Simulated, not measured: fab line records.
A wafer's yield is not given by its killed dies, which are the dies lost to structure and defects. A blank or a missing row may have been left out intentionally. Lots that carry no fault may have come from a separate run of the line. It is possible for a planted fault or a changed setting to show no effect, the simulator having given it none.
fab line records    flow n5-finfet
record: lots: 10  wafers: 30  last-day: 19
route steps=1938 shown BEOL_M6@1214
lots with no fault: from the same line, run without faults
start-h: hours from the record's opening day to when the first of the lot's shown wafers began    wait-h: time in hours since the lot's previous step    " repeats the value in the row above    L1.1+2: a row that stands for several wafers    - no value, or no start given    * or withheld: withheld    < > ~ a bound
route shown NAME@n: names a module that has steps shown in the file, with the first one's number in the route    usual: the fault-free wafers' mean and standard deviation    same: alike in all rows    chamber/n: place in a boat    sites: each site's reading    _std_site: standard deviation of those values    _edge_site: mean of outer sites minus mean of inner sites    radius-mm: how far each site lies from the wafer's centre    mask NAME#n: copy n    behind: tool/chamber where the wafer was last shaped    hold: reason for holding the lot/hours on hold/outcome of the hold    device: the transistor (n, p or np) that didn't switch    end of line: at the end of the route, the tests of the same wafers    step lacking rows: just its recipe    killed: at the first sort, the dies lost to defects and structure; wafer yield is something else    map: the dies of a wafer, with x for killed, . for not killed, _ for no die there
set.NAME: the setting as run; set.NAME@STEP: as run at that earlier step    model.NAME: the simulator's own value behind a step, which no gauge read
one table for each step of the route and one row for each wafer, over a sample of lots
services: a tool's chamber out of use, with start hour (start-h, from the record's first day; less than 0 if before it), hours out, and reason
== steps ==
step: N5_BEOL_M6_STRIP_67
recipe: chemistry: CF4  resist: SiARC  power-w: 300  bias-power-w: 75  pressure-mtorr: 50  cf4-flow-sccm: 150  rf-frequency-hz: 6e+07
usual: cf4-flow-sccm: 150.0/0.48  drypump-motor-current-A: 5.5/0.35  oes-product-au: 0.80/0.077  rf-vpp-V: 271.3/1.4  showerhead-plenum-p-Torr: 1.81/0.041  throttle-valve-pct: 13.58/0.18
lot.wafer  tool         chamber  start-h  wait-h  cf4-flow-sccm  drypump-motor-current-A  oes-product-au  rf-hours-counter-h  rf-vpp-V  showerhead-plenum-p-Torr  throttle-valve-pct
L317.4     rie-diel-02  3        192.36   0.0     149.2          5.1                      0.74            180                 272.8     1.85                      13.59
L317.5     "            2        "        "       149.5          5.5                      0.73            -                   269.6     1.78                      13.56
L317.6     "            3        "        "       149.4          5.1                      0.73            -                   272.1     1.85                      13.59
L320.1     rie-diel-01  3        216.22   0.0     149.4          5.7                      0.86            54                  269.7     1.75                      13.37
L320.3     "            0        "        "       149.8          5.2                      0.85            71                  275.0     1.89                      13.35
L320.4     "            2        "        "       149.3          6.1                      0.84            64                  273.1     1.88                      13.31
L322.2     rie-diel-04  0        229.99   0.0     149.2          5.7                      0.70            236                 270.0     1.77                      13.89
L322.3     "            3        "        "       149.8          5.6                      0.83            68                  272.9     1.81                      13.52
L322.6     "            0        "        "       149.7          5.8                      0.71            -                   270.3     1.77                      13.86
L331.3     rie-diel-02  1        281.19   0.0     149.1          4.7                      0.78            131                 270.6     1.79                      13.81
L331.4     "            3        "        "       149.4          5.1                      0.72            211                 274.1     1.84                      13.66
L331.5     "            2        "        "       150.0          5.5                      0.70            -                   270.5     1.77                      13.61
L332.2     rie-diel-01  2        294.22   0.0     150.1          6.1                      0.82            88                  273.2     1.88                      13.36
L332.3     "            3        "        "       149.6          5.7                      0.83            78                  268.2     1.74                      13.44
L332.4     "            2        "        "       150.5          6.1                      0.82            -                   273.9     1.88                      13.37
L334.2     rie-diel-02  1        298.32   0.0     149.9          4.7                      0.78            137                 271.2     1.79                      13.82
L334.5     "            1        "        "       148.9          4.7                      0.79            -                   271.3     1.79                      13.83
L334.6     "            0        "        "       150.4          5.7                      0.94            -                   273.0     1.84                      13.54
L335.1     rie-diel-04  3        302.88   0.0     150.2          5.6                      0.80            94                  269.5     1.81                      13.59
L335.3     "            1        "        "       149.5          5.4                      0.83            70                  271.1     1.76                      13.53
L335.6     "            1        "        "       149.5          5.4                      0.84            -                   270.1     1.76                      13.54
L337.2     rie-diel-01  0        323.06   0.0     150.2          5.3                      0.83            103                 273.7     1.88                      13.40
L337.3     "            3        "        "       149.4          5.7                      0.81            87                  269.8     1.74                      13.48
L337.6     "            0        "        "       150.3          5.2                      0.82            -                   272.2     1.88                      13.43
L339.1     rie-diel-02  3        336.78   0.0     150.0          5.1                      0.70            234                 271.5     1.83                      13.73
L339.3     "            2        "        "       150.2          5.5                      0.69            231                 271.3     1.76                      13.64
L339.6     "            1        "        "       149.8          4.7                      0.77            -                   271.1     1.79                      13.87
L338.4     rie-diel-04  3        347.07   0.0     150.7          5.6                      0.78            111                 272.2     1.80                      13.63
L338.5     "            1        "        "       150.0          5.4                      0.82            -                   271.2     1.75                      13.57
L338.6     "            2        "        "       149.6          5.4                      0.79            -                   271.5     1.80                      13.65
step: N5_BEOL_M6_INSPECT_30
recipe: mode: adi  inspect-instrument: brightfield
usual: raw-defect-count: 469/100
lot.wafer  tool               chamber  start-h  wait-h  raw-defect-count
L317.4     defect-inspect-01  -        195.82   0.0     469
L317.5     "                  -        "        "       354
L317.6     "                  -        "        "       417
L320.1     defect-inspect-02  -        216.96   0.1     510
L320.3     "                  -        "        "       571
L320.4     "                  -        "        "       620
L322.2     defect-inspect-01  -        232.35   0.0     432
L322.3     "                  -        "        "       557
L322.6     "                  -        "        "       461
L331.3     defect-inspect-01  -        281.93   0.0     445
L331.4     "                  -        "        "       591
L331.5     "                  -        "        "       466
L332.2     defect-inspect-02  -        296.98   0.0     377
L332.3     "                  -        "        "       485
L332.4     "                  -        "        "       409
L334.2     defect-inspect-02  -        302.27   0.0     531
L334.5     "                  -        "        "       623
L334.6     "                  -        "        "       499
L335.1     defect-inspect-01  -        305.32   0.1     385
L335.3     "                  -        "        "       303
L335.6     "                  -        "        "       501
L337.2     defect-inspect-01  -        324.63   0.0     526
L337.3     "                  -        "        "       553
L337.6     "                  -        "        "       480
L339.1     defect-inspect-02  -        337.59   0.1     292
L339.3     "                  -        "        "       459
L339.6     "                  -        "        "       339
L338.4     defect-inspect-02  -        349.51   0.0     313
L338.5     "                  -        "        "       408
L338.6     "                  -        "        "       367
step: N5_BEOL_M6_ETCH_66
recipe: chemistry: N2/H2  target: SOC  target-depth-a: 800  overetch-a: 160  mask-material: SiARC  temp-c: 40  time-s: 120  ion-energy-ev: 200  pressure-mtorr: 30  source-w: 840  bias-w: 150  n2-flow-sccm: 200  h2-flow-sccm: 200
usual: bias-w: 150.0/0.44  drypump-motor-current-A: 5.5/0.37  oes-product-au: 0.61/0.061  rf-vpp-V: 524.6/2  showerhead-plenum-p-Torr: 2.57/0.066  throttle-valve-pct: 17.82/0.19
lot.wafer  tool         chamber  start-h  wait-h  bias-w  drypump-motor-current-A  oes-product-au  rf-hours-counter-h  rf-vpp-V  showerhead-plenum-p-Torr  throttle-valve-pct
L317.4     rie-diel-02  1        196.43   0.0     149.0   4.7                      0.63            -                   523.1     2.56                      17.99
L317.5     "            2        "        "       149.5   5.5                      0.56            -                   524.1     2.52                      17.72
L317.6     "            0        "        "       149.7   5.7                      0.53            -                   527.2     2.62                      18.33
L320.1     rie-diel-02  0        217.44   0.0     150.5   5.7                      0.52            234                 526.2     2.62                      18.34
L320.3     "            1        "        "       150.2   4.7                      0.61            106                 524.7     2.56                      18.00
L320.4     "            3        "        "       180.9   5.1                      0.56            186                 592.8     2.63                      17.75
L322.2     rie-diel-02  2        232.46   0.0     149.3   5.5                      0.56            197                 523.9     2.52                      17.73
L322.3     "            1        "        "       150.1   4.7                      0.61            111                 524.9     2.56                      18.01
L322.6     "            3        "        "       180.6   5.1                      0.56            -                   591.9     2.63                      17.77
L331.3     rie-diel-02  1        282.13   0.0     150.2   4.7                      0.60            131                 524.0     2.55                      18.05
L331.4     "            2        "        "       149.0   5.5                      0.55            216                 522.3     2.51                      17.75
L331.5     "            3        "        "       149.3   5.1                      0.55            -                   526.2     2.62                      17.80
L332.2     rie-diel-02  3        297.11   0.0     149.4   5.1                      0.54            218                 528.2     2.62                      17.81
L332.3     "            1        "        "       150.7   4.7                      0.60            137                 522.6     2.55                      18.06
L332.4     "            1        "        "       150.4   4.7                      0.60            -                   524.3     2.55                      18.06
L334.2     rie-diel-02  2        302.38   0.0     150.3   5.5                      0.53            219                 522.8     2.51                      17.76
L334.5     "            2        "        "       150.2   5.5                      0.54            -                   524.0     2.51                      17.78
L334.6     "            3        "        "       149.6   5.1                      0.54            -                   525.5     2.62                      17.80
L335.1     rie-diel-01  0        305.43   0.0     150.1   5.3                      0.62            97                  526.4     2.67                      17.66
L335.3     "            2        "        "       150.8   6.1                      0.63            92                  526.6     2.67                      17.60
L335.6     "            2        "        "       150.5   6.1                      0.63            -                   526.1     2.67                      17.61
L337.2     rie-diel-02  2        324.74   0.0     150.2   5.5                      0.53            227                 523.2     2.50                      17.79
L337.3     "            0        "        "       150.3   5.7                      0.70            19                  524.7     2.61                      17.98
L337.6     "            2        "        "       150.2   5.5                      0.54            -                   523.4     2.50                      17.78
L339.1     rie-diel-04  0        337.70   0.0     149.8   5.8                      0.71            21                  522.3     2.49                      17.49
L339.3     "            3        "        "       150.3   5.6                      0.60            107                 523.1     2.56                      17.85
L339.6     "            3        "        "       149.9   5.6                      0.60            -                   523.9     2.56                      17.85
L338.4     rie-diel-02  3        349.62   0.0     149.8   5.1                      0.54            239                 525.5     2.61                      17.83
L338.5     "            2        "        "       149.9   5.5                      0.53            -                   522.1     2.50                      17.80
L338.6     "            1        "        "       149.5   4.7                      0.58            -                   524.0     2.54                      18.11
step: N5_BEOL_M6_TRENCH_ETCH_37
recipe: chemistry: C4F6/O2  target-depth-a: 944.35  target: SiCOH_lowk  time-s: 31.5  ion-energy-ev: 250  pressure-mtorr: 30  source-w: 345  bias-w: 185  Ar_flow_sccm: 300  C4F6_flow_sccm: 10  O2_flow_sccm: 10
usual: C4F6_flow_sccm: 9.998/0.028  bias-w: 185.0/0.57  drypump-motor-current-A: 5.5/0.36  oes_f_703_au: 0.80/0.083  oes-product-au: 0.80/0.084  rf-vpp-V: 666/9.2  showerhead-plenum-p-Torr: 2.87/0.071  throttle-valve-pct: 20.94/0.16
lot.wafer  tool         chamber  start-h  wait-h  C4F6_flow_sccm  bias-w  drypump-motor-current-A  oes_f_703_au  oes-product-au  rf-hours-counter-h  rf-vpp-V  showerhead-plenum-p-Torr  throttle-valve-pct
L317.4     rie-diel-02  1        -        -       9.979           184.8   4.7                      0.81          0.82            -                   665       2.87                      21.18
L317.5     "            2        "        "       9.985           184.4   5.5                      0.72          0.72            -                   679       2.83                      20.85
L317.6     "            0        "        "       9.971           184.5   5.7                      0.71          0.69            -                   667       2.91                      21.29
L320.1     rie-diel-02  0        -        -       10.038          185.1   5.7                      0.70          0.69            234                 666       2.91                      21.29
L320.3     "            1        "        "       9.969           185.1   4.7                      0.80          0.81            106                 667       2.87                      21.19
L320.4     "            3        "        "       10.029          184.7   5.1                      0.73          0.73            186                 670       2.95                      20.91
L322.2     rie-diel-02  2        -        -       10.015          185.2   5.5                      0.71          0.72            197                 677       2.82                      20.85
L322.3     "            1        "        "       9.986           185.8   4.7                      0.80          0.81            111                 667       2.87                      21.21
L322.6     "            3        "        "       10.031          184.9   5.1                      0.73          0.72            -                   670       2.95                      20.93
L331.3     rie-diel-02  1        -        -       9.973           184.7   4.7                      0.78          0.79            131                 664       2.86                      21.23
L331.4     "            2        "        "       9.962           185.4   5.5                      0.70          0.71            216                 678       2.82                      20.90
L331.5     "            3        "        "       10.004          184.2   5.1                      0.71          0.71            -                   669       2.94                      20.94
L332.2     rie-diel-02  3        -        -       9.985           185.5   5.1                      0.72          0.70            218                 670       2.93                      20.96
L332.3     "            1        "        "       10.030          186.1   4.7                      0.77          0.78            137                 665       2.86                      21.23
L332.4     "            1        "        "       10.028          184.1   4.7                      0.78          0.77            -                   666       2.86                      21.21
L334.2     rie-diel-02  2        -        -       9.947           185.2   5.5                      0.70          0.70            219                 679       2.81                      20.90
L334.5     "            2        "        "       9.975           185.2   5.5                      0.70          0.70            -                   678       2.81                      20.91
L334.6     "            3        "        "       9.956           184.6   5.1                      0.71          0.70            -                   670       2.93                      20.95
L335.1     rie-diel-01  0        -        -       10.029          183.9   5.3                      0.81          0.82            97                  685       2.98                      20.73
L335.3     "            2        "        "       10.006          184.6   6.1                      0.81          0.81            92                  676       2.99                      20.74
L335.6     "            2        "        "       9.966           185.2   6.1                      0.82          0.82            -                   676       2.99                      20.77
L337.2     rie-diel-02  2        -        -       10.003          184.8   5.5                      0.69          0.69            227                 678       2.81                      20.90
L337.3     "            0        "        "       10.008          184.0   5.7                      0.93          0.91            19                  665       2.89                      20.99
L337.6     "            2        "        "       10.008          184.5   5.5                      0.69          0.69            -                   679       2.81                      20.89
L339.1     rie-diel-04  0        -        -       10.041          185.7   5.8                      0.92          0.92            21                  660       2.78                      20.73
L339.3     "            3        "        "       10.038          184.4   5.6                      0.80          0.79            107                 661       2.87                      21.01
L339.6     "            3        "        "       10.015          184.4   5.6                      0.79          0.79            -                   660       2.87                      21.00
L338.4     rie-diel-02  3        -        -       9.984           185.4   5.1                      0.70          0.69            239                 668       2.92                      20.96
L338.5     "            2        "        "       10.040          184.9   5.5                      0.68          0.69            -                   678       2.81                      20.92
L338.6     "            1        "        "       9.999           184.8   4.7                      0.76          0.76            -                   666       2.85                      21.26
== services ==
tool         chamber  start-h  hours  kind
rie-diel-01  0        183.85   7.7    repair
rie-diel-02  3        195.74   3.8    repair
rie-diel-04  1        207.48   14.3   repair
rie-diel-04  -        209.64   0.6    repair
rie-diel-04  0        217.81   6.3    repair
rie-diel-02  2        227.15   4.2    repair
rie-diel-01  -        238.63   15.6   pm
rie-diel-02  2        252.28   2.4    repair
rie-diel-02  0        259.23   -      clean
rie-diel-02  0        259.23   -      consumable-replace:focus-ring
rie-diel-02  0        259.23   17.7   scheduled-down
rie-diel-02  0        259.23   17.7   vent-cycle
rie-diel-01  0        259.64   4.1    repair
rie-diel-02  -        260.12   2.8    pm
rie-diel-04  0        267.31   -      clean
rie-diel-04  0        267.31   -      consumable-replace:focus-ring
rie-diel-04  0        267.31   12.7   scheduled-down
rie-diel-04  0        267.31   12.7   vent-cycle
rie-diel-01  1        277.87   -      clean
rie-diel-01  1        277.87   -      consumable-replace:focus-ring
rie-diel-04  -        297.70   2.8    pm
rie-diel-01  -        310.45   2.8    pm
rie-diel-01  0        331.37   1.3    repair
rie-diel-01  -        334.23   0.9    repair
== key ==
first-sign: step: N5_BEOL_M6_ETCH_66  reading: bias-w  direction: up  sigmas: 70  usual: *  struck: *
effect: step: N5_BEOL_M6_ETCH_66  reading: rf-vpp-V  direction: up  sigmas: 33  usual: 524.6  struck: 592.3
met-at N5_BEOL_M6_ETCH_66
struck-lots L320,L322
struck-wafers L320.4,L322.6
not-acting-at N5_BEOL_M6_STRIP_67,N5_BEOL_M6_INSPECT_30,N5_BEOL_M6_TRENCH_ETCH_37
fault: kind: process-parameter-drift  tool: rie-diel-02  chamber: 3  onset-h: 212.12  steps: N5_BEOL_M6_ETCH_66  channel: bias-w  offset: *  shape: step  end-h: 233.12  acts-in: *  stated: *
